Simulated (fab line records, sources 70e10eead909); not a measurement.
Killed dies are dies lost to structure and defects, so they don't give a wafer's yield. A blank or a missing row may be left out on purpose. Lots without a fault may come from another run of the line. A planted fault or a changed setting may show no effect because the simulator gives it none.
A struck lot beside a sound one | flow nand_harc | 15 steps out of a route of 1302
Sound: wafers L798.3, L798.4, L798.5. Struck: wafers L810.1, L810.4, L810.6. The cause comes at the end.
At each step with rows: each side's tool, then ch and its chambers, then its first start. Under that, the readings that differ: sound wafers | struck wafers | difference of the means | sigmas: that difference in standard deviations of wafers without a fault.
alike: readings whose means differ by less than 2 such deviations, and words and numbers that are the same on both sides. not compared: withheld readings, readings that some wafer has no value for, bounds like >300 that may hide the same value, and numbers for which the record gives no deviation and whose values overlap.
The two part at a step that has a row with sigmas, a row that says differs or no value, or rows on one side only. Numbers that don't overlap but have no deviation are shown without sigmas and don't part them. A reading that every wafer of one side lacks parts them only if that side has two wafers or more.

NHARC_A_DECK1_JOINT_CMP_02: polishes SiOx.
  sound on cmp-03 ch 1,2, day 14 20:20; struck on cmp-04 ch 1,3, day 19 01:01
  alike: edge_zone_pressure_frac, motor_current_A
then, 1 step without rows for these wafers: NHARC_A_DECK1_JOINT_SRD_15.
NHARC_A_DECK1_JOINT_DEP_16: deposits SiO2, target thk 45 nm.
  sound on pecvd-03 ch 0,2, day 14 20:43; struck on pecvd-04 ch 0,1,2, day 19 01:28
  alike: heater_power_w, rf_fwd_power_W, throttle_valve_pct
NHARC_A_DECK1_JOINT_THK_MEAS_17: measures by ellipsometry.
  sound on film_metro-02, day 14 21:00; struck on film_metro-01, day 19 01:41
  alike: thk_nm
NHARC_A_DECK1_JOINT_INSPECT_05:
  sound on defect_inspect-01, day 14 21:02; struck on defect_inspect-02, day 19 01:43
  alike: raw_defect_count
then, 1 step without rows for these wafers: NHARC_A_ONON_D2_DEP_00 (target thk 1000 nm).
NHARC_A_ONON_D2_THK_MEAS_02: measures by ellipsometry.
  sound on film_metro-02, day 14 21:37; struck on film_metro-02, day 19 02:18
  alike: thk_nm
then, 1 step without rows for these wafers: NHARC_A_ONON_D2_DEP_03 (target thk 1000 nm).
NHARC_A_ONON_D2_THK_MEAS_05: measures by ellipsometry.
  sound on film_metro-02, day 14 22:11; struck on film_metro-01, day 19 02:52
  alike: thk_nm
then, 1 step without rows for these wafers: NHARC_A_ONON_D2_DEP_06 (target thk 1000 nm).
NHARC_A_ONON_D2_THK_MEAS_08: measures by ellipsometry.
  sound on film_metro-02, day 14 22:44; struck on film_metro-01, day 19 03:26
  alike: thk_nm
NHARC_A_ONON_D2_DEP_09: target thk 1000 nm.
  sound on pecvd_onon-03 ch 0, day 14 22:55; struck on pecvd_onon-03 ch 0, day 19 03:29
  alike: n2_flow_sccm
NHARC_A_ONON_D2_THK_MEAS_11: measures by ellipsometry.
  sound on film_metro-02, day 14 23:19; struck on film_metro-01, day 19 04:00
  reading     | sound          | struck         | difference | sigmas
  thk_nm (nm) | 1005 1007 1006 | 1068 1066 1066 | +61        | +6
then, 1 step without rows for these wafers: NHARC_A_ONON_D2_DEP_12 (target thk 1000 nm).
-- the record jumps here: 12 days lie between the struck wafers' starts before and after (it left off in module A_ONON_D2 and takes up again in module END, whose first step shown is number 1302 of the route) --
NHARC_END_SORT_01:
  the record has rows for the struck wafers here (prober-01 ch 0, day 31 06:56) and none for the sound ones

WHERE THEY PART
First at NHARC_A_ONON_D2_THK_MEAS_11; last, within this record, at NHARC_END_SORT_01.

WHY: what the simulator had put in
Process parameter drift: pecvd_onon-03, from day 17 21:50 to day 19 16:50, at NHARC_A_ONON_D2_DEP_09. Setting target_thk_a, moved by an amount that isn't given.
